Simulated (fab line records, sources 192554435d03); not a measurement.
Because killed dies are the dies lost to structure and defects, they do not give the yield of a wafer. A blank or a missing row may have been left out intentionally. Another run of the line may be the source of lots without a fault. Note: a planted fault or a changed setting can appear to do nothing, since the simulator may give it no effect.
fab line records    flow n5Finfet    part 1 of 2: steps 1 to 25 of 38
record: lots: 5  wafers: 15  lastDay: 18
route steps=1938 shown BEOL_M8@1380 BEOL_M9@1401
lots that met no fault: taken from a fault-free run of the same line
startH: hours from the record's opening day to when the first of the lot's shown wafers began    waitH: hours elapsed since this lot's preceding step    " same as the row above    L1.1+2: a row that stands for several wafers    - no value present, or no start provided    * or withheld: withheld    < > ~ a bound
route shown NAME@n: a module of which the file shows steps, and the number in the route of the first    usual: mean/standard deviation taken from wafers without a fault    same: alike in all rows    chamber/n: place in a boat    sites: readings site by site    _std_site: standard deviation of those values    _edge_site: outer sites' mean less inner sites'    radiusMm: how far each site lies from the wafer's centre    mask NAME#n: copy n    behind: the most recent tool/chamber to have shaped the wafer    hold: what put the lot on hold/how long, in hours/how the hold closed    device: which transistor (n, p or np) failed to switch    end of line: the route-end tests of the same wafers    a step without rows: its recipe alone    killed: dies lost to structure and defects at the first sort, not the wafer's yield    map: dies across one wafer; x = killed, . = not, _ = none there
set.NAME: setting as actually run; set.NAME@STEP: the setting as run at that earlier step    model.NAME: the simulator's own value behind a step, which no gauge read
lots seen at some steps along the route; tables by step, rows by wafer
services: a tool's chamber out of use, with start hour (startH, from the record's first day; less than 0 if before it), hours out, and reason
== steps ==
step: N5_BEOL_M8_OCD_MEAS_38
usual: trenchDepthNm: 93.3/1.4
lot.wafer  tool    chamber  startH  waitH  trenchDepthNm
L074.2     ocd-02  -        240.61  -      92.2
L074.4     "       -        "       "      93.6
L074.6     "       -        "       "      91.1
L079.1     ocd-02  -        271.11  -      93.9
L079.4     "       -        "       "      92.1
L079.6     "       -        "       "      91.5
L083.4     ocd-01  -        295.57  -      92.0
L083.5     "       -        "       "      92.9
L083.6     "       -        "       "      95.0
L085.1     ocd-01  -        312.13  -      93.8
L085.2     "       -        "       "      94.7
L085.4     "       -        "       "      95.2
L093.2     ocd-02  -        356.07  -      93.1
L093.4     "       -        "       "      94.5
L093.6     "       -        "       "      95.0
step: N5_BEOL_M8_HM_STRIP_39
recipe: chemistry: peroxideTinStrip  material: TiN  targetDepthA: 250  tempC: 50  timeS: 158
same: timeS: 158
lot.wafer   tool         chamber  startH  waitH
L074.2+4+6  wetBench-01  2,1,7    240.64  0.0
L079.1+4+6  wetBench-05  1,6,0    271.14  0.0
L083.4+5+6  wetBench-05  5,4,6    295.60  0.0
L085.1+2+4  wetBench-01  0,5,4    312.16  0.0
L093.2+4+6  wetBench-02  1,6,3    356.11  0.0
step: N5_BEOL_M8_SRD_40
recipe: timeS: 30  tempC: 23  rinseLiquid: diw  dry: ipaMarangoni
same: timeS: 30
lot.wafer   tool         chamber  startH  waitH
L074.2+4+6  wetBench-01  2,1,7    240.68  0.0
L079.1+4+6  wetBench-05  1,6,0    271.18  0.0
L083.4+5+6  wetBench-05  5,4,6    295.65  0.0
L085.1+2+4  wetBench-01  0,5,4    312.21  0.0
L093.2+4+6  wetBench-02  1,6,3    356.15  0.0
step: N5_BEOL_M8_PRECLEAN_42
recipe: chemistry: residueRemover  timeS: 60  tempC: 40
same: timeS: 60
lot.wafer   tool         chamber  startH  waitH
L074.2+4+6  wetBench-01  2,1,7    240.70  0.0
L079.1+4+6  wetBench-05  1,6,0    271.20  0.0
L083.4+5+6  wetBench-05  5,4,6    295.66  0.0
L085.1+2+4  wetBench-01  0,5,4    312.23  0.0
L093.2+4+6  wetBench-02  1,6,3    356.17  0.0
step: N5_BEOL_M8_SRD_43
recipe: timeS: 30  tempC: 23  rinseLiquid: diw  dry: ipaMarangoni
same: timeS: 30
lot.wafer   tool         chamber  startH  waitH
L074.2+4+6  wetBench-01  2,1,7    240.72  0.0
L079.1+4+6  wetBench-05  1,6,0    271.22  0.0
L083.4+5+6  wetBench-05  5,4,6    295.68  0.0
L085.1+2+4  wetBench-01  0,5,4    312.24  0.0
L093.2+4+6  wetBench-02  1,6,3    356.19  0.0
step: N5_BEOL_M8_CD_MEAS_35
recipe: targetCdNm: 40  polarity: opening
usual: cdNm: 40.1/0.53
lot.wafer  tool      chamber  startH  waitH  cdNm
L074.2     cdSem-02  -        240.76  0.0    39.8
L074.4     "         -        "       "      39.7
L074.6     "         -        "       "      40.2
L079.1     cdSem-02  -        271.26  0.0    39.4
L079.4     "         -        "       "      40.3
L079.6     "         -        "       "      40.1
L083.4     cdSem-03  -        295.72  0.0    40.8
L083.5     "         -        "       "      40.5
L083.6     "         -        "       "      41.9
L085.1     cdSem-01  -        312.28  0.0    39.7
L085.2     "         -        "       "      40.4
L085.4     "         -        "       "      39.6
L093.2     cdSem-03  -        356.23  0.0    40.8
L093.4     "         -        "       "      40.4
L093.6     "         -        "       "      40.4
step: N5_BEOL_M8_CURE_75
recipe: tempC: 370  timeS: 120  ambient: DMADMS/He  material: SiCOH_lowk
usual: lampPowerPct: 52.32/0.053  wafer_temp_C_max: 371.6/0.67
same: timeS: 120
lot.wafer  tool       chamber  startH  waitH  lampPowerPct  wafer_temp_C_max
L074.2     uvCure-01  0        240.85  0.1    52.34         371.0
L074.4     "          0        "       "      52.26         371.3
L074.6     "          0        "       "      52.36         371.0
L079.1     uvCure-03  1        271.30  0.0    52.37         371.8
L079.4     "          1        "       "      52.27         371.9
L079.6     "          1        "       "      52.31         371.8
L083.4     uvCure-03  1        296.19  0.5    52.27         371.8
L083.5     "          1        "       "      52.36         372.6
L083.6     "          1        "       "      52.35         372.1
L085.1     uvCure-02  1        312.51  0.2    52.30         371.8
L085.2     "          1        "       "      52.28         372.4
L085.4     "          1        "       "      52.34         372.6
L093.2     uvCure-02  0        356.32  0.1    52.37         372.9
L093.4     "          0        "       "      52.29         371.8
L093.6     "          0        "       "      52.38         372.1
step: N5_BEOL_M8_DEGAS_44
recipe: ambient: vacuum  tempC: 250  timeS: 60
usual: heaterPowerW: 339/22
same: timeS: 60
lot.wafer  tool           chamber  startH  waitH  heaterPowerW
L074.2     pvdSputter-03  -        241.23  0.3    325
L074.4     "              -        "       "      315
L074.6     "              -        "       "      380
L079.1     pvdSputter-01  -        272.31  1.0    318
L079.4     "              -        "       "      339
L079.6     "              -        "       "      321
L083.4     pvdSputter-03  -        296.52  0.2    315
L083.5     "              -        "       "      319
L083.6     "              -        "       "      360
L085.1     pvdSputter-01  -        312.85  0.3    337
L085.2     "              -        "       "      316
L085.4     "              -        "       "      318
L093.2     pvdSputter-01  -        357.03  0.7    323
L093.4     "              -        "       "      312
L093.6     "              -        "       "      346
step: N5_BEOL_M8_PRE_CLEAN_45
recipe: gas: H2/He  timeS: 30  tempC: 250
usual: heaterPowerW: 338/21
same: timeS: 30
lot.wafer  tool           chamber  startH  waitH  heaterPowerW
L074.2     pvdSputter-03  -        241.27  0.0    317
L074.4     "              -        "       "      323
L074.6     "              -        "       "      375
L079.1     pvdSputter-01  -        272.35  0.0    316
L079.4     "              -        "       "      342
L079.6     "              -        "       "      327
L083.4     pvdSputter-03  -        296.56  0.0    312
L083.5     "              -        "       "      317
L083.6     "              -        "       "      377
L085.1     pvdSputter-01  -        312.89  0.0    342
L085.2     "              -        "       "      320
L085.4     "              -        "       "      322
L093.2     pvdSputter-01  -        357.07  0.0    336
L093.4     "              -        "       "      326
L093.6     "              -        "       "      343
step: N5_BEOL_M8_ALD_77
recipe: material: TaN  targetThkA: 20  tempC: 275  aldPrecursorFamily: PDMAT  aldCoReactant: NH3  pressureTorr: 3  carrierFlowSccm: 1500  pulseTimeS: 2  purgeTimeS: 3  coReactantPurgeTimeS: 2  coReactantPulseTimeS: 3  aldCycles: 40  precursorVesselTempC: 75  precursorVesselPressureTorr: 26.25  precursorVesselCarrierSccm: 1000
usual: heaterPowerW: 367/43
same: coReactantPurgeTimeS: 2
lot.wafer  tool         chamber  startH  waitH  heaterPowerW
L074.2     aldMetal-02  2        241.57  0.3    323
L074.4     "            2        "       "      340
L074.6     "            2        "       "      335
L079.1     aldMetal-04  1        272.43  0.1    380
L079.4     "            2        "       "      373
L079.6     "            1        "       "      383
L083.4     aldMetal-01  2        296.68  0.1    397
L083.5     "            3        "       "      358
L083.6     "            2        "       "      403
L085.1     aldMetal-04  2        312.95  0.0    363
L085.2     "            1        "       "      380
L085.4     "            0        "       "      370
L093.2     aldMetal-02  0        357.13  0.0    363
L093.4     "            2        "       "      330
L093.6     "            1        "       "      298
step: N5_BEOL_M8_SURFACE_TREAT_79
recipe: gas: Ar  timeS: *  ionEnergyEv: *  ionCurrentMaCm2: 0.5  pressureMtorr: *  arFlowSccm: 30
usual: throttleValvePct: *
same: timeS: *
lot.wafer  tool           chamber  startH  waitH  throttleValvePct
L074.2     pvdSputter-02  -        242.76  1.1    *
L074.4     "              -        "       "      *
L074.6     "              -        "       "      *
L079.1     pvdSputter-01  -        272.87  0.3    *
L079.4     "              -        "       "      *
L079.6     "              -        "       "      *
L083.4     pvdSputter-02  -        298.42  1.6    *
L083.5     "              -        "       "      *
L083.6     "              -        "       "      *
L085.1     pvdSputter-02  -        313.34  0.3    *
L085.2     "              -        "       "      *
L085.4     "              -        "       "      *
L093.2     pvdSputter-03  -        357.61  0.3    *
L093.4     "              -        "       "      *
L093.6     "              -        "       "      *
step: N5_BEOL_M8_CVD_78
recipe: material: Co  targetThkA: 20  tempC: withheld  precursor: CCTBA/H2  pressureTorr: 30  timeS: 142.3
same: timeS: 142.3
lot.wafer   tool      chamber  startH  waitH
L074.2+4+6  cvdCo-02  0,0,1    242.82  0.0
L079.1+4+6  cvdCo-02  2,1,2    272.95  0.1
L083.4+5+6  cvdCo-02  2,0,1    298.62  0.2
L085.1+2+4  cvdCo-01  0,1,2    313.43  0.1
L093.2+4+6  cvdCo-02  1,0,2    357.67  0.0
step: N5_BEOL_M8_SPUTTER_48
recipe: material: Cu  targetThkA: 100  tempC: -20  biasV: 60  powerW: 26000  chamberPressurePa: 0.13  timeS: 1.667
usual: cathodeDcPowerW: 26000/4.4  throttleValvePct: 29.5/0.89
same: timeS: 1.667
lot.wafer  tool           chamber  startH  waitH  cathodeDcPowerW  throttleValvePct
L074.2     pvdSputter-02  -        243.06  0.2    26001            28.8
L074.4     "              -        "       "      26007            28.4
L074.6     "              -        "       "      26001            30.4
L079.1     pvdSputter-03  -        273.10  0.1    25998            30.5
L079.4     "              -        "       "      25998            29.3
L079.6     "              -        "       "      26001            29.9
L083.4     pvdSputter-02  -        298.70  0.0    26005            30.5
L083.5     "              -        "       "      25998            28.2
L083.6     "              -        "       "      26009            30.4
L085.1     pvdSputter-02  -        313.54  0.1    26002            29.8
L085.2     "              -        "       "      25993            29.1
L085.4     "              -        "       "      26002            30.5
L093.2     pvdSputter-02  -        357.78  0.1    25995            30.2
L093.4     "              -        "       "      26001            28.2
L093.6     "              -        "       "      25996            30.5
step: N5_BEOL_M8_ECD_50
recipe: material: Cu  targetThkA: 3000
lot.wafer   tool      chamber  startH  waitH
L074.2+4+6  ecdCu-01  1,0,1    243.17  0.1
L079.1+4+6  ecdCu-01  0,1,0    273.21  0.1
L083.4+5+6  ecdCu-01  0,1,0    298.84  0.1
L085.1+2+4  ecdCu-02  1,0,1    313.66  0.1
L093.2+4+6  ecdCu-01  0,1,1    357.90  0.1
step: N5_BEOL_M8_ANNEAL_51
recipe: tempC: 225  timeS: 90  ambient: N2
usual: annealTempCMax: 225.99/0.27  wafer_temp_C_max: 226.02/0.24
same: timeS: 90
lot.wafer  tool          chamber  startH  waitH  annealTempCMax  wafer_temp_C_max
L074.2     rtpAnneal-01  0        243.31  0.1    225.99          226.05
L074.4     "             0        "       "      225.83          225.89
L074.6     "             0        "       "      225.72          226.06
L079.1     rtpAnneal-01  0        273.50  0.3    225.77          226.31
L079.4     "             0        "       "      225.99          225.69
L079.6     "             0        "       "      225.66          226.18
L083.4     rtpAnneal-01  0        299.42  0.6    226.28          225.87
L083.5     "             0        "       "      226.47          226.12
L083.6     "             0        "       "      226.05          226.06
L085.1     rtpAnneal-01  0        314.43  0.8    225.71          225.98
L085.2     "             0        "       "      225.61          225.69
L085.4     "             0        "       "      225.51          225.72
L093.2     rtpAnneal-01  0        358.05  0.1    225.89          226.01
L093.4     "             0        "       "      226.44          226.00
L093.6     "             0        "       "      225.86          225.57
step: N5_BEOL_M8_CMP_52
recipe: stopOn: SiCOH_lowk  tOverpolishS: 6.9  downForcePsi: 1  platenRpm: 50  clearingPlatenDownForcePsi: 1.5  clearingPlatenRpm: 50  postCmpClean: cuAlkaline  targetThkNm: 80  clearingPlatenPadVelocityMS: 0.99484  padVelocityMS: 0.99484
usual: barrierFieldEndpointS: 28.6/0.76  motorCurrentA: 5.9/0.57  overpolishRunS: 6.900/0.01  retainingRingPressureFrac: 1.000/0.0051  slurryFilterDpKPa: 13.51/0.13  timeToEndpointS: 60/3.2
lot.wafer  tool    chamber  startH  waitH  barrierFieldEndpointS  motorCurrentA  overpolishRunS  retainingRingPressureFrac  slurryFilterDpKPa  timeToEndpointS
L074.2     cmp-02  3        243.56  0.2    28.6                   5.7            6.911           0.996                      13.54              62
L074.4     "       2        "       "      28.5                   5.2            6.905           0.999                      13.41              60
L074.6     "       3        "       "      29.5                   5.7            6.903           0.997                      13.15              61
L079.4     cmp-03  1        273.80  0.1    27.6                   6.1            6.918           1.009                      13.44              55
L079.1     "       2        "       "      28.0                   5.1            6.908           1.002                      13.54              58
L079.6     "       1        "       "      28.1                   5.7            6.909           1.007                      13.58              55
L083.4     cmp-02  3        299.58  0.1    30.1                   5.6            6.905           0.996                      13.47              65
L083.6     "       3        "       "      28.8                   5.5            6.910           0.996                      13.69              63
L083.5     "       0        "       "      30.3                   5.0            6.901           1.000                      13.56              61
L085.2     cmp-03  3        314.74  0.2    28.5                   5.5            6.904           1.012                      13.48              65
L085.4     "       0        "       "      28.8                   6.0            6.888           0.998                      13.52              60
L085.1     "       1        "       "      28.6                   5.6            6.906           0.998                      13.38              63
L093.4     cmp-04  2        358.30  0.1    28.4                   6.3            6.912           1.001                      13.46              61
L093.2     "       3        "       "      29.0                   6.0            6.891           0.992                      13.46              61
L093.6     "       2        "       "      28.6                   6.4            6.903           1.002                      13.52              61
step: N5_BEOL_M8_THK_MEAS_53
recipe: thkMeasGauge: xrf  reads: Cu_of_BEOL_M8_ECD_50
usual: M8_THK: 79.3/1.7
lot.wafer  tool          chamber  startH  waitH  M8_THK[nm]
L074.2     filmMetro-02  -        243.86  -      79.3
L074.4     "             -        "       "      79.0
L074.6     "             -        "       "      78.0
L079.1     filmMetro-01  -        274.09  -      79.2
L079.4     "             -        "       "      77.6
L079.6     "             -        "       "      78.1
L083.4     filmMetro-02  -        299.87  -      79.2
L083.5     "             -        "       "      78.7
L083.6     "             -        "       "      82.9
L085.1     filmMetro-02  -        315.04  -      80.8
L085.2     "             -        "       "      83.9
L085.4     "             -        "       "      82.5
L093.2     filmMetro-01  -        358.59  -      77.1
L093.4     "             -        "       "      78.4
L093.6     "             -        "       "      80.0
step: N5_BEOL_M8_PRE_CLEAN_55
recipe: gas: NH3  timeS: 15  tempC: withheld  rfPowerW: 300
same: timeS: 15
lot.wafer   tool      chamber  startH  waitH
L074.2+4+6  pecvd-03  1,1,0    243.89  0.0
L079.1+4+6  pecvd-03  0,0,1    274.13  0.0
L083.4+5+6  pecvd-04  0,2,1    299.92  0.0
L085.1+2+4  pecvd-03  1,0,1    315.07  0.0
L093.2+4+6  pecvd-03  1,0,2    358.63  0.0
step: N5_BEOL_M8_DEP_56
recipe: material: SiCN  targetThkA: 100  tempC: withheld  precursor: 3MS/NH3  pressureTorr: 3  rfW: 202  timeS: 17.5
usual: showerheadPlenumPTorr: 3.674/0.015  throttleValvePct: 9.2/0.94
same: timeS: 17.5
lot.wafer  tool      chamber  startH  waitH  showerheadPlenumPTorr  throttleValvePct
L074.2     pecvd-03  1        243.92  0.0    3.699                  9.4
L074.4     "         1        "       "      3.698                  9.5
L074.6     "         0        "       "      3.667                  10.9
L079.1     pecvd-03  0        274.16  0.0    3.654                  10.8
L079.4     "         0        "       "      3.657                  10.9
L079.6     "         1        "       "      3.691                  9.7
L083.4     pecvd-04  0        299.95  0.0    3.659                  8.8
L083.5     "         2        "       "      3.687                  8.6
L083.6     "         1        "       "      3.650                  9.7
L085.1     pecvd-03  1        315.10  0.0    3.679                  9.4
L085.2     "         0        "       "      3.656                  11.1
L085.4     "         1        "       "      3.693                  9.7
L093.2     pecvd-03  1        358.65  0.0    3.684                  9.5
L093.4     "         0        "       "      3.660                  11.0
L093.6     "         2        "       "      3.680                  8.2
step: N5_BEOL_M8_RS_MEAS_57
recipe: thkMeasGauge: four-point-probe  reads: Cu_of_BEOL_M8_ECD_50+Co_of_BEOL_M8_CVD_78+TaN_of_BEOL_M8_ALD_77
usual: M8_RS: 0.290/0.0072
lot.wafer  tool          chamber  startH  waitH  M8_RS[ohm/sq]
L074.2     filmMetro-02  -        243.99  0.1    0.287
L074.4     "             -        "       "      0.287
L074.6     "             -        "       "      0.293
L079.1     filmMetro-02  -        274.22  0.1    0.290
L079.4     "             -        "       "      0.297
L079.6     "             -        "       "      0.295
L083.4     filmMetro-02  -        300.01  0.0    0.291
L083.5     "             -        "       "      0.294
L083.6     "             -        "       "      0.277
L085.1     filmMetro-02  -        315.17  0.1    0.284
L085.2     "             -        "       "      0.271
L085.4     "             -        "       "      0.277
L093.2     filmMetro-01  -        358.73  0.1    0.296
L093.4     "             -        "       "      0.291
L093.6     "             -        "       "      0.284
step: N5_BEOL_M8_INSPECT_58
recipe: inspectInstrument: darkfield  mode: postDep
usual: rawDefectCount: 71/23
lot.wafer  tool              chamber  startH  waitH  rawDefectCount
L074.2     defectInspect-02  -        244.01  0.0    60
L074.4     "                 -        "       "      68
L074.6     "                 -        "       "      56
L079.1     defectInspect-01  -        274.25  0.0    49
L079.4     "                 -        "       "      74
L079.6     "                 -        "       "      73
L083.4     defectInspect-02  -        300.03  0.0    80
L083.5     "                 -        "       "      60
L083.6     "                 -        "       "      74
L085.1     defectInspect-01  -        315.19  0.0    53
L085.2     "                 -        "       "      58
L085.4     "                 -        "       "      46
L093.2     defectInspect-01  -        358.75  0.0    85
L093.4     "                 -        "       "      90
L093.6     "                 -        "       "      80
step: N5_BEOL_M9_ILD_DEP_00
recipe: material: SiCOH_lowk  targetThkA: 3085.1  tempC: 300  precursor: DEMS/porogen  pressureTorr: 5  rfW: 500  timeS: 58
usual: heaterPowerW: 352/79  showerheadPlenumPTorr: 5.733/0.021  throttleValvePct: 13.6/0.53
same: timeS: 58
lot.wafer  tool      chamber  startH  waitH  heaterPowerW  showerheadPlenumPTorr  throttleValvePct
L074.2     pecvd-01  1        244.05  0.0    242           5.749                  13.9
L074.4     "         0        "       "      325           5.778                  13.2
L074.6     "         2        "       "      452           5.733                  13.3
L079.1     pecvd-04  1        274.29  0.0    250           5.739                  14.6
L079.4     "         2        "       "      289           5.752                  13.6
L079.6     "         0        "       "      348           5.736                  13.1
L083.4     pecvd-02  0        300.09  0.1    318           5.711                  12.9
L083.5     "         1        "       "      301           5.740                  14.0
L083.6     "         2        "       "      486           5.722                  13.6
L085.1     pecvd-02  1        315.23  0.0    257           5.763                  14.4
L085.2     "         0        "       "      337           5.716                  13.3
L085.4     "         1        "       "      267           5.731                  14.0
L093.2     pecvd-02  0        358.79  0.0    345           5.717                  13.1
L093.4     "         1        "       "      241           5.740                  13.8
L093.6     "         0        "       "      361           5.705                  13.3
step: N5_BEOL_M9_CURE_71
recipe: tempC: 385  timeS: 240  ambient: He/Ar  material: SiCOH_lowk
usual: lampPowerPct: 52.32/0.049  wafer_temp_C_max: 386.8/0.64
same: timeS: 240
lot.wafer  tool       chamber  startH  waitH  lampPowerPct  wafer_temp_C_max
L074.2     uvCure-02  0        244.29  0.2    52.27         386.5
L074.4     "          0        "       "      52.35         387.5
L074.6     "          0        "       "      52.37         387.6
L079.1     uvCure-02  1        274.37  0.0    52.28         387.0
L079.4     "          1        "       "      52.28         386.9
L079.6     "          1        "       "      52.39         387.2
L083.4     uvCure-03  2        300.62  0.5    52.34         387.1
L083.5     "          2        "       "      52.42         387.3
L083.6     "          2        "       "      52.34         387.7
L085.1     uvCure-03  2        315.31  0.0    52.25         387.8
L085.2     "          2        "       "      52.31         387.4
L085.4     "          2        "       "      52.32         387.7
L093.2     uvCure-03  1        358.96  0.1    52.48         386.7
L093.4     "          1        "       "      52.38         387.4
L093.6     "          1        "       "      52.30         386.7
step: N5_BEOL_M9_THK_MEAS_01
recipe: reads: SiCOH_lowk_of_BEOL_M9_ILD_DEP_00
usual: M9_ILD_THK: 269/3.5
lot.wafer  tool          chamber  startH  waitH  M9_ILD_THK[nm]
L074.2     filmMetro-01  -        245.12  0.7    266
L074.4     "             -        "       "      273
L074.6     "             -        "       "      268
L079.1     filmMetro-02  -        274.88  0.4    269
L079.4     "             -        "       "      273
L079.6     "             -        "       "      275
L083.4     filmMetro-02  -        301.15  0.4    274
L083.5     "             -        "       "      269
L083.6     "             -        "       "      270
L085.1     filmMetro-01  -        315.82  0.4    268
L085.2     "             -        "       "      268
L085.4     "             -        "       "      275
L093.2     filmMetro-02  -        359.40  0.4    272
L093.4     "             -        "       "      271
L093.6     "             -        "       "      274
step: N5_BEOL_M9_PECVD_70
recipe: material: SiO2  targetThkA: 200  tempC: 400  precursor: TEOS/O2  pressureTorr: 5.5  rfW: 450  teosFlowSccm: 53.8  gas: O2  flowSccm: 3000  timeS: 22.7
usual: heaterPowerW: 772/140  showerheadPlenumPTorr: 8.78/0.082  throttleValvePct: 21.9/0.94
same: timeS: 22.7
lot.wafer  tool      chamber  startH  waitH  heaterPowerW  showerheadPlenumPTorr  throttleValvePct
L074.2     pecvd-01  1        245.16  0.0    625           8.90                   22.6
L074.4     "         2        "       "      1024          8.76                   21.0
L074.6     "         1        "       "      621           8.87                   22.3
L079.1     pecvd-01  1        274.92  0.0    621           8.84                   22.5
L079.4     "         1        "       "      608           8.86                   22.7
L079.6     "         0        "       "      801           8.89                   21.0
L083.4     pecvd-04  2        301.21  0.1    704           8.87                   21.2
L083.5     "         0        "       "      783           8.79                   21.2
L083.6     "         1        "       "      556           8.72                   24.1
L085.1     pecvd-02  0        315.86  0.0    809           8.69                   21.2
L085.2     "         2        "       "      963           8.71                   22.3
L085.4     "         2        "       "      943           8.68                   22.4
L093.2     pecvd-01  1        359.43  0.0    639           8.86                   22.6
L093.4     "         1        "       "      625           8.87                   22.6
L093.6     "         2        "       "      1018          8.77                   21.4
